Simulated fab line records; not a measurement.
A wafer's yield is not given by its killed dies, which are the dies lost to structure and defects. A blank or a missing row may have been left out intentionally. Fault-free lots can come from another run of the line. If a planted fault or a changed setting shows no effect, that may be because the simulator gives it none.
Chamber matching + flow n5_finfet + N5_BEOL_M7_CURE_75 on uv_cure-03 has 3 sister chambers
The step cures SiCOH lowk, time 120 s. 14 wafers are shown with their chamber, then 7 later ones without.

== WAFERS, EACH WITH ITS CHAMBER ==
| wafer  | chamber | wafer_temp_C_max | lamp_power_pct (%) |
|--------|---------|------------------|--------------------|
| L075.1 | 2       | 371.0            | 52.30              |
| L075.3 | 2       | 371.0            | 52.32              |
| L075.6 | 2       | 371.0            | 52.22              |
| L079.1 | 1       | 371.4            | 52.38              |
| L079.4 | 1       | 371.4            | 52.30              |
| L079.6 | 1       | 371.0            | 52.30              |
| L078.1 | 1       | 370.9            | 52.28              |
| L078.4 | 1       | 371.0            | 52.27              |
| L078.5 | 1       | 371.1            | 52.28              |
| L080.1 | 0       | 371.3            | 52.41              |
| L080.3 | 0       | 371.6            | 52.32              |
| L080.5 | 0       | 371.6            | 52.30              |
| L081.1 | 0       | 372.5            | 52.29              |
| L081.2 | 0       | 371.6            | 52.28              |

SIGNATURES (averages over the wafers above)
| reading          | chamber 0 | chamber 1 | chamber 2 | scatter within a chamber |
|------------------|-----------|-----------|-----------|--------------------------|
| wafer_temp_C_max | 371.720   | 371.133   | 371.000   | 0.311                    |
| lamp_power_pct   | 52.3200   | 52.3017   | 52.2800   | 0.0474                   |
Rule: a wafer lies at a distance from a chamber equal to the root of the sum of squares, over the readings, of (its reading less the chamber's mean, divided by the reading's scatter). If the next closest chamber is less than 2 further off than the closest, the wafer can't be placed; otherwise it belongs to the closest. The scatter is the square root of a quotient: the sum, over the shown wafers, of each reading's squared deviation from its chamber's mean, divided by wafers minus chambers.

== WAFERS WHOSE CHAMBER IS MISSING ==
| wafer  | wafer_temp_C_max | lamp_power_pct (%) |
|--------|------------------|--------------------|
| L081.5 | 371.6            | 52.49              |
| L089.2 | 371.4            | 52.33              |
| L089.3 | 371.8            | 52.35              |
| L089.5 | 371.9            | 52.27              |
| L094.1 | 371.6            | 52.31              |
| L094.3 | 371.5            | 52.31              |
| L094.4 | 371.2            | 52.37              |

== THE CHAMBER EACH PASSED THROUGH ==
| wafer  | from the rows above          | in truth |
|--------|------------------------------|----------|
| L081.5 | can't be placed: 0 or 1 or 2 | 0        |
| L089.2 | can't be placed: 1 or 0 or 2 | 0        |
| L089.3 | can't be placed: 0 or 1      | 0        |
| L089.5 | can't be placed: 0 or 1 or 2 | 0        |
| L094.1 | can't be placed: 0 or 1 or 2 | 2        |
| L094.3 | can't be placed: 0 or 1 or 2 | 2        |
| L094.4 | can't be placed: 1 or 0 or 2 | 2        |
Correctly placed: 0 of 7. Cannot be placed on the basis of these rows: 7; the candidates contain the true chamber in 7. Number placed wrongly: 0.
